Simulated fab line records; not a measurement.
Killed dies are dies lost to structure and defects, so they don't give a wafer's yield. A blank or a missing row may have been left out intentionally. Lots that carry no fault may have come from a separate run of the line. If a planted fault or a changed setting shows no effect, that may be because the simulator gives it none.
What tool caused it? + flow nand_harc + Sampling: 11 lots, 33 wafers, 6 of 1302 route steps

WHAT EACH GAUGE READ, for each wafer
NHARC_A_SLIT_INSPECT_11. Usual: raw_defect_count reads 57 (standard deviation 32).
| lot  | measured     | on                | raw_defect_count | flag |
|------|--------------|-------------------|------------------|------|
| L133 | day 19 12:13 | defect_inspect-02 | 19 17 19         |      |
| L135 | day 20 18:32 | defect_inspect-01 | 30 21 10         |      |
| L136 | day 20 20:14 | defect_inspect-01 | 134 119 97       |      |
| L137 | day 21 08:37 | defect_inspect-02 | 61 60 72         |      |
| L140 | day 22 22:42 | defect_inspect-02 | 61 83 89         |      |
| L141 | day 23 18:16 | defect_inspect-01 | 26 39 34         |      |
| L143 | day 24 01:52 | defect_inspect-02 | 82 83 100        |      |
| L144 | day 24 20:50 | defect_inspect-02 | 75 94 88         |      |
| L147 | day 25 13:38 | defect_inspect-02 | 59 47 57         |      |
| L149 | day 26 00:52 | defect_inspect-02 | 48 59 51         |      |
| L156 | day 29 00:39 | defect_inspect-01 | 81 97 82         |      |

NHARC_END_SORT_01. Usual: killed_at_array 57, standard deviation 24; killed_at_other 0.7, standard deviation 0.94; killed_at_periphery 3.8, standard deviation 2.5; killed_dies 62, standard deviation 23; killed_open 3.1, standard deviation 1.8; killed_short 2.5, standard deviation 1.6.
| lot  | measured     | on        | killed_at_array | killed_at_other | killed_at_periphery | killed_dies | killed_open | killed_short | flag |
|------|--------------|-----------|-----------------|-----------------|---------------------|-------------|-------------|--------------|------|
| L133 | day 25 04:06 | prober-01 | 21 25 22        | 1 2 1           | 3 5 1               | 25 32 24    | 4 3 2       | 2 2 1        |      |
| L140 | day 28 09:32 | prober-01 | 61 60 61        | 0 1 0           | 3 0 4               | 64 61 65    | 3 0 2       | 5 3 4        |      |
| L141 | day 28 09:37 | prober-02 | 30 39 36        | 1 1 1           | 6 6 7               | 37 46 44    | 3 5 6       | 3 2 2        |      |
| L143 | day 29 01:08 | prober-01 | 65 64 71        | 0 0 0           | 3 3 0               | 68 67 71    | 4 6 0       | 1 3 0        |      |
| L144 | day 29 22:32 | prober-01 | 61 62 59        | 1 0 2           | 2 4 1               | 64 66 62    | 3 1 3       | 0 2 1        |      |
| L147 | day 30 08:31 | prober-02 | 84 86 69        | 0 0 0           | 8 6 3               | 92 92 72    | 4 3 6       | 4 5 3        |      |
| L156 | day 33 16:28 | prober-02 | 75 98 68        | 2 2 1           | 1 3 1               | 78 103 70   | 2 2 2       | 2 6 1        |      |

EACH LOT AND THE TOOL THAT RAN IT (in order: tool; ch and the chambers of the sampled wafers; start)
| lot  | NHARC_A_SLIT_ETCH_15                          | NHARC_A_WL_FILL_ALD_02              | NHARC_A_WL_FILL_ETCHBACK_04       | NHARC_A_WL_FILL_ALD_10           |
|------|-----------------------------------------------|-------------------------------------|-----------------------------------|----------------------------------|
| L133 | rie_diel-10 ch 1,2, day 20 02:19 or earlier   | ald_metal-03 ch 2,3, day 20 02:19   | rie_metal-01 ch 0,1, day 20 03:16 | ald_hk-01 ch 0,2,3, day 20 09:19 |
| L135 | rie_diel-06 ch 1,3, day 21 09:35 or earlier   | ald_metal-03 ch 1,2,3, day 21 09:35 | rie_metal-03 ch 0,1, day 21 10:20 | ald_hk-01 ch 0,1,3, day 21 16:30 |
| L136 | rie_diel-10 ch 2,3, day 21 09:41 or earlier   | ald_metal-04 ch 0,2,3, day 21 09:41 | rie_metal-01 ch 0, day 21 10:30   | ald_hk-04 ch 0,2,3, day 21 16:30 |
| L137 | rie_diel-07 ch 1,2, day 21 22:13 or earlier   | ald_metal-03 ch 2,3, day 21 22:13   | rie_metal-03 ch 0, day 21 23:01   | ald_hk-02 ch 2,3, day 22 04:18   |
| L140 | rie_diel-07 ch 0,2,3, day 23 12:13 or earlier | ald_metal-03 ch 0,1, day 23 12:13   | rie_metal-01 ch 0,1, day 23 13:01 | ald_hk-02 ch 1,2, day 23 18:53   |
| L141 | rie_diel-06 ch 1,2,3, day 24 08:27 or earlier | ald_metal-03 ch 0,3, day 24 08:27   | rie_metal-02 ch 1, day 24 09:16   | ald_hk-01 ch 1,3, day 24 15:04   |
| L143 | rie_diel-06 ch 0,3, day 24 16:14 or earlier   | ald_metal-04 ch 0,1,2, day 24 16:14 | rie_metal-03 ch 1, day 24 17:02   | ald_hk-02 ch 1,3, day 24 22:59   |
| L144 | rie_diel-10 ch 0,1,2, day 25 10:26 or earlier | ald_metal-01 ch 0,2,3, day 25 10:26 | rie_metal-02 ch 0,1, day 25 11:15 | ald_hk-04 ch 2,3, day 25 18:03   |
| L147 | rie_diel-06 ch 0,1,2, day 26 03:16 or earlier | ald_metal-03 ch 0,1,3, day 26 03:16 | rie_metal-02 ch 0,1, day 26 04:00 | ald_hk-02 ch 2,3, day 26 09:46   |
| L149 | rie_diel-07 ch 0,3, day 26 14:25 or earlier   | ald_metal-01 ch 0,3, day 26 14:25   | rie_metal-02 ch 0,1, day 26 15:15 | ald_hk-02 ch 2,3, day 26 21:52   |
| L156 | rie_diel-06 ch 1,2, day 29 14:39 or earlier   | ald_metal-03 ch 0,1, day 29 14:39   | rie_metal-03 ch 0, day 29 15:27   | ald_hk-01 ch 0,2,3, day 29 21:49 |
- NHARC_A_SLIT_ETCH_15: etches the open film in O2/COS, target depth 6200 nm, time 1612 s.
- NHARC_A_WL_FILL_ALD_02: deposits TiN, target thk 2 nm, pulse time 3 s, ald cycles 100.
- NHARC_A_WL_FILL_ETCHBACK_04: etches the open film in NF3, target depth 60 nm, time 120 s.
- NHARC_A_WL_FILL_ALD_10: deposits SiO2, target thk 50 nm, pulse time 10 s, ald cycles 500.

AS READ BY THE TOOLS THEMSELVES (means over the sampled wafers that have a number; for cases with no such wafer, the mark the record gives instead)
NHARC_A_SLIT_ETCH_15. Usual: chamber_pressure_mTorr 20.000 mTorr, standard deviation 0.02; drypump_motor_current_A 5.7 A, standard deviation 0.37; oes_product_au 1.003 a.u., standard deviation 0.0066; rf_vpp_V 315.2 V, standard deviation 2.1; showerhead_plenum_p_Torr 3.19 Torr, standard deviation 0.13; throttle_valve_pct 28.329 %, standard deviation 0.009.
| lot  | tool        | chamber_pressure_mTorr (mTorr) | drypump_motor_current_A (A) | oes_product_au (a.u.) | rf_vpp_V (V) | showerhead_plenum_p_Torr (Torr) | throttle_valve_pct (%) | flag |
|------|-------------|--------------------------------|-----------------------------|-----------------------|--------------|---------------------------------|------------------------|------|
| L133 | rie_diel-10 | 19.985                         | 5.4                         | 1.005                 | 312.4        | 3.04                            | 28.333                 |      |
| L135 | rie_diel-06 | 19.999                         | 5.5                         | 1.001                 | 317.8        | 3.34                            | 28.340                 |      |
| L136 | rie_diel-10 | 19.991                         | 5.5                         | 1.001                 | 311.6        | 2.99                            | 28.317                 |      |
| L137 | rie_diel-07 | 19.993                         | 5.7                         | 1.008                 | 313.1        | 3.08                            | 28.339                 |      |
| L140 | rie_diel-07 | 19.996                         | 5.9                         | 1.003                 | 315.5        | 3.19                            | 28.321                 |      |
| L141 | rie_diel-06 | 19.997                         | 5.8                         | 0.998                 | 316.0        | 3.26                            | 28.336                 |      |
| L143 | rie_diel-06 | 20.007                         | 5.6                         | 1.007                 | 316.6        | 3.29                            | 28.336                 |      |
| L144 | rie_diel-10 | 20.005                         | 5.4                         | 1.001                 | 314.1        | 3.09                            | 28.321                 |      |
| L147 | rie_diel-06 | 20.012                         | 5.6                         | 1.005                 | 316.2        | 3.24                            | 28.330                 |      |
| L149 | rie_diel-07 | 20.000                         | 6.2                         | 1.008                 | 316.5        | 3.28                            | 28.328                 |      |
| L156 | rie_diel-06 | 20.006                         | 5.8                         | 1.000                 | 316.0        | 3.18                            | 28.322                 |      |

NHARC_A_WL_FILL_ALD_02. Usual: heater_power_w 1047 W, standard deviation 83; precursor_pulse_height_rel 1.000, standard deviation 0.021.
| lot  | tool         | heater_power_w (W) | precursor_pulse_height_rel | flag |
|------|--------------|--------------------|----------------------------|------|
| L133 | ald_metal-03 | 1073               | 0.992                      |      |
| L135 | ald_metal-03 | 1046               | 0.996                      |      |
| L136 | ald_metal-04 | 1079               | 0.991                      |      |
| L137 | ald_metal-03 | 1032               | 0.999                      |      |
| L140 | ald_metal-03 | 999                | 0.978                      |      |
| L141 | ald_metal-03 | 972                | 1.007                      |      |
| L143 | ald_metal-04 | 1054               | 1.006                      |      |
| L144 | ald_metal-01 | 1052               | 1.004                      |      |
| L147 | ald_metal-03 | 957                | 1.001                      |      |
| L149 | ald_metal-01 | 1017               | 0.988                      |      |
| L156 | ald_metal-03 | 993                | 1.002                      |      |

NHARC_A_WL_FILL_ETCHBACK_04. Usual: chamber_pressure_mTorr 299.99 mTorr, standard deviation 0.27; drypump_motor_current_A 5.9 A, standard deviation 0.55; oes_product_au 1.000 a.u., standard deviation 0.0077; run_length_s 141.6 s, standard deviation 0.46.
| lot  | tool         | chamber_pressure_mTorr (mTorr) | drypump_motor_current_A (A) | oes_product_au (a.u.) | run_length_s (s) | flag |
|------|--------------|--------------------------------|-----------------------------|-----------------------|------------------|------|
| L133 | rie_metal-01 | 300.14                         | 5.9                         | 1.006                 | 141.6            |      |
| L135 | rie_metal-03 | 299.94                         | 5.6                         | 0.993                 | 141.3            |      |
| L136 | rie_metal-01 | 299.81                         | 6.2                         | 1.001                 | 141.1            |      |
| L137 | rie_metal-03 | 300.10                         | 6.5                         | 0.998                 | 142.1            |      |
| L140 | rie_metal-01 | 299.96                         | 5.9                         | 0.993                 | 141.5            |      |
| L141 | rie_metal-02 | 299.81                         | 5.3                         | 1.004                 | 141.2            |      |
| L143 | rie_metal-03 | 299.95                         | 5.1                         | 1.000                 | 140.9            |      |
| L144 | rie_metal-02 | 300.04                         | 5.7                         | 1.001                 | 141.3            |      |
| L147 | rie_metal-02 | 299.90                         | 6.1                         | 1.008                 | 153.5            | OFF  |
| L149 | rie_metal-02 | 300.07                         | 5.7                         | 1.009                 | 153.5            | OFF  |
| L156 | rie_metal-03 | 299.95                         | 6.5                         | 0.999                 | 142.1            |      |

NHARC_A_WL_FILL_ALD_10. Usual: heater_power_w 494 W, standard deviation 50; precursor_pulse_height_rel 0.998, standard deviation 0.019.
| lot  | tool      | heater_power_w (W) | precursor_pulse_height_rel | flag |
|------|-----------|--------------------|----------------------------|------|
| L133 | ald_hk-01 | 477                | 0.991                      |      |
| L135 | ald_hk-01 | 501                | 1.002                      |      |
| L136 | ald_hk-04 | 460                | 1.004                      |      |
| L137 | ald_hk-02 | 508                | 0.999                      |      |
| L140 | ald_hk-02 | 491                | 0.997                      |      |
| L141 | ald_hk-01 | 502                | 1.002                      |      |
| L143 | ald_hk-02 | 475                | 1.002                      |      |
| L144 | ald_hk-04 | 449                | 0.998                      |      |
| L147 | ald_hk-02 | 511                | 1.002                      |      |
| L149 | ald_hk-02 | 509                | 1.012                      |      |
| L156 | ald_hk-01 | 477                | 1.010                      |      |

THE ANSWER, worked out from the rows above alone
Rule: a lot counts as off when the mean over its wafers that have a number is more than 3 standard deviations away from the usual mean. Also off: a lot with no number at a reading for which 4 or more lots have one. Where the step has rows for the other lots, those lots are counted as sound. After the gauges, taken in route order, come the tools' own readings; for these a lot's mean is taken, as printed above. The first step at which some lot is off is used, and at that step the reading that is off furthest; a lot without a number counts as furthest.
Off, at NHARC_A_WL_FILL_ETCHBACK_04 on run_length_s: L147, L149.
A tool fits if, at that step or a process step before it, it ran every lot that is off, and no sound lot after the first of them. NHARC_A_SLIT_ETCH_15 gives no start for some lots, so the hours and the order of its lots are those of NHARC_A_WL_FILL_ALD_02. One fits: rie_metal-02 at NHARC_A_WL_FILL_ETCHBACK_04. A fault onset in the window from L144 (day 25 11:15, its last sound lot) to L147 (day 26 04:00, its first lot off) fits.
The tool's own readings at NHARC_A_WL_FILL_ETCHBACK_04 bear it out: on the lots that are off they differ by more than 5 times the standard deviation of the sound lots' means. run_length_s reads 153.5 s there against 141.5 s on the sound lots.

WHAT WAS PUT IN BY THE SIMULATOR
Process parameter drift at NHARC_A_WL_FILL_ETCHBACK_04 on rie_metal-02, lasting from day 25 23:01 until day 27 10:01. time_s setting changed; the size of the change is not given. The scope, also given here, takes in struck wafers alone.
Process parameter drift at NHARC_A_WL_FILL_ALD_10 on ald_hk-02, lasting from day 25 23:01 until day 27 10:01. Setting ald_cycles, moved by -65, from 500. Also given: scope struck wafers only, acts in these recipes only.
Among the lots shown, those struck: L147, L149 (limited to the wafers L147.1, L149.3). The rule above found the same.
